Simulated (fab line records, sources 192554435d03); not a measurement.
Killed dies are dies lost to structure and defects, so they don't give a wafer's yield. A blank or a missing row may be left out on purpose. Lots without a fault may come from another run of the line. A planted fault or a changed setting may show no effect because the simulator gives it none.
Chamber matching | flow n5_finfet | N5_BEOL_M1_DEP_57 on pecvd-04: 3 sister chambers
The step deposits SiCN from 3MS/NH3, target thk 8 nm, time 14 s. 20 wafers are shown with their chamber, then 10 later ones without.

WAFERS WITH THEIR CHAMBER
wafer  | chamber | throttle_valve_pct (%) | showerhead_plenum_p_Torr (Torr)
L075.1 | 1       | 9.26                   | 3.654
L075.2 | 0       | 9.29                   | 3.688
L075.6 | 2       | 8.39                   | 3.683
L074.2 | 0       | 9.48                   | 3.691
L074.3 | 1       | 9.32                   | 3.672
L074.5 | 0       | 9.28                   | 3.686
L077.1 | 0       | 9.17                   | 3.696
L077.4 | 2       | 8.37                   | 3.680
L077.5 | 0       | 9.36                   | 3.689
L079.1 | 1       | 9.26                   | 3.659
L079.4 | 2       | 8.40                   | 3.682
L079.6 | 1       | 9.34                   | 3.667
L081.1 | 2       | 8.55                   | 3.682
L081.3 | 1       | 9.06                   | 3.660
L081.6 | 1       | 9.25                   | 3.651
L082.2 | 1       | 9.32                   | 3.651
L082.4 | 2       | 8.63                   | 3.671
L082.5 | 0       | 9.30                   | 3.685
L083.1 | 2       | 8.84                   | 3.684
L083.4 | 2       | 8.74                   | 3.662

SIGNATURES (means of the wafers above)
reading                  | chamber 0 | chamber 1 | chamber 2 | scatter within a chamber
throttle_valve_pct       | 9.3133    | 9.2586    | 8.5600    | 0.136
showerhead_plenum_p_Torr | 3.68917   | 3.65914   | 3.67771   | 0.00714
Rule: a wafer's distance from a chamber is the root of the sum, over the readings, of the square of ((its reading less the chamber's mean) divided by the reading's scatter). The wafer belongs to the nearest chamber; if the next one is less than 2 further off, it can't be placed. The scatter: the root of (the sum of the squares of (reading less its chamber's mean) over the shown wafers, divided by (wafers less chambers)).

WAFERS WITHOUT THEIR CHAMBER
wafer  | throttle_valve_pct (%) | showerhead_plenum_p_Torr (Torr)
L083.5 | 9.26                   | 3.657
L084.1 | 9.41                   | 3.655
L084.5 | 9.24                   | 3.683
L084.6 | 8.41                   | 3.689
L086.1 | 9.37                   | 3.665
L086.2 | 9.16                   | 3.689
L086.4 | 9.51                   | 3.683
L093.2 | 9.15                   | 3.693
L093.3 | 8.76                   | 3.681
L093.5 | 9.55                   | 3.685

WHICH CHAMBER EACH WENT THROUGH
wafer  | from the rows above | in truth
L083.5 | 1                   | 1
L084.1 | 1                   | 1
L084.5 | 0                   | 0
L084.6 | 2                   | 2
L086.1 | 1                   | 1
L086.2 | 0                   | 0
L086.4 | 0                   | 0
L093.2 | 0                   | 0
L093.3 | 2                   | 2
L093.5 | 0                   | 0
Placed correctly: 10 of 10. Can't be placed from these rows: 0. Placed wrongly: 0.
